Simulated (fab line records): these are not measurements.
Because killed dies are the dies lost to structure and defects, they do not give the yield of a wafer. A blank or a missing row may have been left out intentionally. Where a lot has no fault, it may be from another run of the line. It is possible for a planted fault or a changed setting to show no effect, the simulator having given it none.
fab line records ; flow n5Finfet
[record] lots = 7; wafers = 39
route steps=1938 shown DUMMY_GATE@250 GATE_CUT@469
startH: start of the lot's first displayed wafer, in hours after the record's first day ; waitH: how many hours have passed since the lot's step before this one ; " as in the row above ; L1.1+2: several wafers, shown together as one row ; - either no value or no given start ; * or withheld: withheld ; < > ~ a bound
route shown NAME@n: a module of which the file shows steps, and the number in the route of the first ; usual: mean and standard deviation over wafers with no fault ; same: alike in all rows ; chamber/n: place in a boat ; sites: each site's reading ; _std_site: standard deviation of those values ; _edge_site: outer sites' mean less inner sites' ; radiusMm: how far each site lies from the wafer's centre ; mask NAME#n: copy n ; behind: the tool/chamber that last shaped the wafer ; hold: why the lot went on hold/how many hours it stayed there/how the hold came to an end ; device: which transistor (n, p or np) failed to switch ; end of line: tests run on the same wafers once the route is complete ; a step with no rows: only its recipe ; killed: at the first sort, the dies lost to defects and structure; wafer yield is something else ; map: dies across one wafer; x = killed, . = not, _ = none there
set.NAME: the setting as run; set.NAME@STEP: as run at that earlier step ; model.NAME: the simulator's own value behind a step, which no gauge read
lots run with intentionally changed settings; tables by step, rows by wafer
[[steps]]
[step N5_DUMMY_GATE_ETCH_42]
[recipe] chemistry = CHF3/O2; target = SiO2; targetDepthA = 35; timeS = 31; ionEnergyEv = 30; biasW = 12; pressureMtorr = 30; sourceW = 600; Ar_flow_sccm = 200; CHF3_flow_sccm = 50; O2_flow_sccm = 5
[usual] rfVppV = 42.8/1
lot.wafer;tool;chamber;startH;waitH;set.biasW;rfVppV
L074.1;rieDiel-02;0;46.41;0.1;12;42.7
L074.5;rieDiel-02;0;46.41;0.1;12;43.5
L074.6;rieDiel-02;3;46.41;0.1;12;44.2
L075.1;rieDiel-02;0;56.81;0.0;11.33;40.2
L075.2;rieDiel-02;2;56.81;0.0;11.33;39.3
L075.3;rieDiel-02;3;56.81;0.0;11.33;40.3
L075.4;rieDiel-02;1;56.81;0.0;12;43.0
L075.5;rieDiel-02;3;56.81;0.0;12;42.7
L075.6;rieDiel-02;0;56.81;0.0;12;43.2
L081.1;rieDiel-05;0;94.59;0.0;12;42.1
L081.2;rieDiel-05;2;94.59;0.0;12;43.5
L081.3;rieDiel-05;3;94.59;0.0;12;43.1
L081.4;rieDiel-05;1;94.59;0.0;12;42.0
L081.5;rieDiel-05;2;94.59;0.0;12;42.1
L081.6;rieDiel-05;1;94.59;0.0;12;44.1
L085.1;rieDiel-05;2;115.58;0.0;12;42.4
L085.2;rieDiel-05;3;115.58;0.0;12;42.1
L085.3;rieDiel-05;1;115.58;0.0;12;42.6
L085.4;rieDiel-05;0;115.58;0.0;12;43.9
L085.5;rieDiel-05;2;115.58;0.0;12;41.0
L085.6;rieDiel-05;3;115.58;0.0;12;42.0
L089.1;rieDiel-03;2;140.98;0.0;11.08;38.8
L089.2;rieDiel-03;1;140.98;0.0;12;43.0
L089.3;rieDiel-03;3;140.98;0.0;11.08;42.2
L089.4;rieDiel-03;3;140.98;0.0;12;43.4
L089.5;rieDiel-03;1;140.98;0.0;11.08;41.2
L089.6;rieDiel-03;2;140.98;0.0;12;42.6
L093.1;rieDiel-02;3;164.85;0.1;12.71;45.0
L093.2;rieDiel-02;1;164.85;0.1;12.71;44.8
L093.3;rieDiel-02;0;164.85;0.1;12;44.7
L093.4;rieDiel-02;2;164.85;0.1;12.71;43.6
L093.5;rieDiel-02;2;164.85;0.1;12;42.3
L093.6;rieDiel-02;1;164.85;0.1;12;41.5
L097.1;rieDiel-05;0;184.41;0.0;12;42.9
L097.2;rieDiel-05;3;184.41;0.0;12;43.2
L097.3;rieDiel-05;1;184.41;0.0;9.799;36.8
L097.4;rieDiel-05;2;184.41;0.0;12;41.8
L097.5;rieDiel-05;3;184.41;0.0;9.799;35.6
L097.6;rieDiel-05;2;184.41;0.0;9.799;37.3
[step N5_GATE_CUT_ETCH_58]
[recipe] chemistry = CH3F/O2; target = SiNx; targetDepthA = 170; timeS = 128.6; ionEnergyEv = 50; pressureMtorr = 30; sourceW = 415; biasW = 21; Ar_flow_sccm = 150; CH3F_flow_sccm = 30; O2_flow_sccm = 20
[usual] rfVppV = 99.3/0.93
lot.wafer;tool;chamber;startH;waitH;set.biasW;rfVppV
L074.1;rieDiel-02;3;79.50;0.1;21;99.6
L074.5;rieDiel-02;3;79.50;0.1;21;99.9
L074.6;rieDiel-02;0;79.50;0.1;21;100.1
L075.1;rieDiel-02;1;88.89;0.0;23.38;106.9
L075.2;rieDiel-02;0;88.89;0.0;21;101.2
L075.3;rieDiel-02;3;88.89;0.0;21;99.6
L075.4;rieDiel-02;2;88.89;0.0;23.38;105.4
L075.5;rieDiel-02;2;88.89;0.0;23.38;106.9
L075.6;rieDiel-02;1;88.89;0.0;21;98.7
L081.1;rieDiel-02;0;127.59;0.0;21;98.8
L081.2;rieDiel-02;3;127.59;0.0;21;98.0
L081.3;rieDiel-02;2;127.59;0.0;21;97.9
L081.4;rieDiel-02;1;127.59;0.0;21;100.6
L081.5;rieDiel-02;0;127.59;0.0;21;98.7
L081.6;rieDiel-02;1;127.59;0.0;21;98.8
L085.1;rieDiel-03;1;148.27;0.4;22.41;103.4
L085.2;rieDiel-03;2;148.27;0.4;21;98.6
L085.3;rieDiel-03;3;148.27;0.4;21;99.2
L085.4;rieDiel-03;1;148.27;0.4;22.41;103.3
L085.5;rieDiel-03;2;148.27;0.4;22.41;105.3
L085.6;rieDiel-03;3;148.27;0.4;21;100.2
L089.1;rieDiel-03;0;172.73;0.0;21;98.0
L089.2;rieDiel-03;3;172.73;0.0;23.31;105.2
L089.3;rieDiel-03;1;172.73;0.0;23.31;106.0
L089.4;rieDiel-03;2;172.73;0.0;21;99.5
L089.5;rieDiel-03;3;172.73;0.0;21;98.5
L089.6;rieDiel-03;0;172.73;0.0;23.31;105.1
L093.1;rieDiel-03;2;196.27;0.1;21;98.9
L093.2;rieDiel-03;0;196.27;0.1;18.2;90.5
L093.3;rieDiel-03;3;196.27;0.1;18.2;91.0
L093.4;rieDiel-03;1;196.27;0.1;21;98.3
L093.5;rieDiel-03;1;196.27;0.1;18.2;91.5
L093.6;rieDiel-03;2;196.27;0.1;21;99.6
L097.1;rieDiel-02;0;217.55;0.4;21;98.8
L097.2;rieDiel-02;1;217.55;0.4;21;98.8
L097.3;rieDiel-02;3;217.55;0.4;21;98.7
L097.4;rieDiel-02;0;217.55;0.4;21;98.5
L097.5;rieDiel-02;3;217.55;0.4;21;98.7
L097.6;rieDiel-02;1;217.55;0.4;21;100.1
[[key]]
[split] step = N5_DUMMY_GATE_ETCH_42; setting = biasW; stated = 12; by = wafer
[response] step = N5_DUMMY_GATE_ETCH_42; reading = rfVppV; change = +0.334; per = 1%; r = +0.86
[split] step = N5_GATE_CUT_ETCH_58; setting = biasW; stated = 21; by = wafer
[response] step = N5_GATE_CUT_ETCH_58; reading = rfVppV; change = +0.604; per = 1%; r = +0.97
